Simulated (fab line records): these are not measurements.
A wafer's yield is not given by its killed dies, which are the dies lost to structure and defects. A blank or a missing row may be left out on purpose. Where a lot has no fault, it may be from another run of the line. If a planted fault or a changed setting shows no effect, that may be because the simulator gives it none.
Matching of chambers :: flow n5Finfet :: N5_FIN_SAQP_HM_DEP_72 on pecvd-01: 3 sister chambers
The step deposits SiO2 from SiH4/N2O, target thk 12 nm, time 7.2 s. 6 wafers are shown with their chamber, then 12 later ones without.

WAFERS PAIRED WITH THEIR CHAMBERS
wafer: L088.1
chamber: 0
showerheadPlenumPTorr (Torr): 8.17
heaterPowerW (W): 804

wafer: L088.4
chamber: 0
showerheadPlenumPTorr (Torr): 8.15
heaterPowerW (W): 802

wafer: L090.4
chamber: 2
showerheadPlenumPTorr (Torr): 8.26
heaterPowerW (W): 960

wafer: L092.2
chamber: 1
showerheadPlenumPTorr (Torr): 8.24
heaterPowerW (W): 724

wafer: L092.3
chamber: 2
showerheadPlenumPTorr (Torr): 8.25
heaterPowerW (W): 957

wafer: L092.5
chamber: 1
showerheadPlenumPTorr (Torr): 8.24
heaterPowerW (W): 705

WAFERS WHOSE CHAMBER IS MISSING
wafer: L094.2
showerheadPlenumPTorr (Torr): 8.24
heaterPowerW (W): 971

wafer: L094.5
showerheadPlenumPTorr (Torr): 8.25
heaterPowerW (W): 978

wafer: L094.6
showerheadPlenumPTorr (Torr): 8.19
heaterPowerW (W): 870

wafer: L095.1
showerheadPlenumPTorr (Torr): 8.25
heaterPowerW (W): 879

wafer: L095.2
showerheadPlenumPTorr (Torr): 8.23
heaterPowerW (W): 820

wafer: L095.3
showerheadPlenumPTorr (Torr): 8.17
heaterPowerW (W): 866

wafer: L096.1
showerheadPlenumPTorr (Torr): 8.23
heaterPowerW (W): 780

wafer: L096.2
showerheadPlenumPTorr (Torr): 8.17
heaterPowerW (W): 878

wafer: L096.6
showerheadPlenumPTorr (Torr): 8.25
heaterPowerW (W): 847

wafer: L097.1
showerheadPlenumPTorr (Torr): 8.16
heaterPowerW (W): 858

wafer: L097.3
showerheadPlenumPTorr (Torr): 8.23
heaterPowerW (W): 683

wafer: L097.5
showerheadPlenumPTorr (Torr): 8.24
heaterPowerW (W): 998

THE CHAMBER EACH PASSED THROUGH
wafer: L094.2
from the rows above: 2
in truth: 2

wafer: L094.5
from the rows above: 2
in truth: 2

wafer: L094.6
from the rows above: 0
in truth: 0

wafer: L095.1
from the rows above: 2
in truth: 2

wafer: L095.2
from the rows above: 0
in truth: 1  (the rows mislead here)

wafer: L095.3
from the rows above: 0
in truth: 0

wafer: L096.1
from the rows above: can't be placed: 0 or 1
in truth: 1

wafer: L096.2
from the rows above: 0
in truth: 0

wafer: L096.6
from the rows above: 0
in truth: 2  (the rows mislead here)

wafer: L097.1
from the rows above: 0
in truth: 0

wafer: L097.3
from the rows above: 1
in truth: 1

wafer: L097.5
from the rows above: 2
in truth: 2
Correctly placed: 9 of 12. Can't be placed from these rows: 1 (the true chamber is among the candidates in 1). Wrongly placed: 2.
How it was worked out, from the rows above alone: a wafer's distance from a chamber is the root of the sum, over the readings, of the square of ((its reading less the chamber's mean) divided by the reading's scatter). The wafer belongs to the nearest chamber; if the next one is less than 2 further off, it can't be placed. The mean given for a chamber averages the wafers shown for that chamber. How the scatter is found: for the shown wafers, subtract from each reading the mean of its chamber, square and add these, divide the total by (wafers less chambers), then take the root.
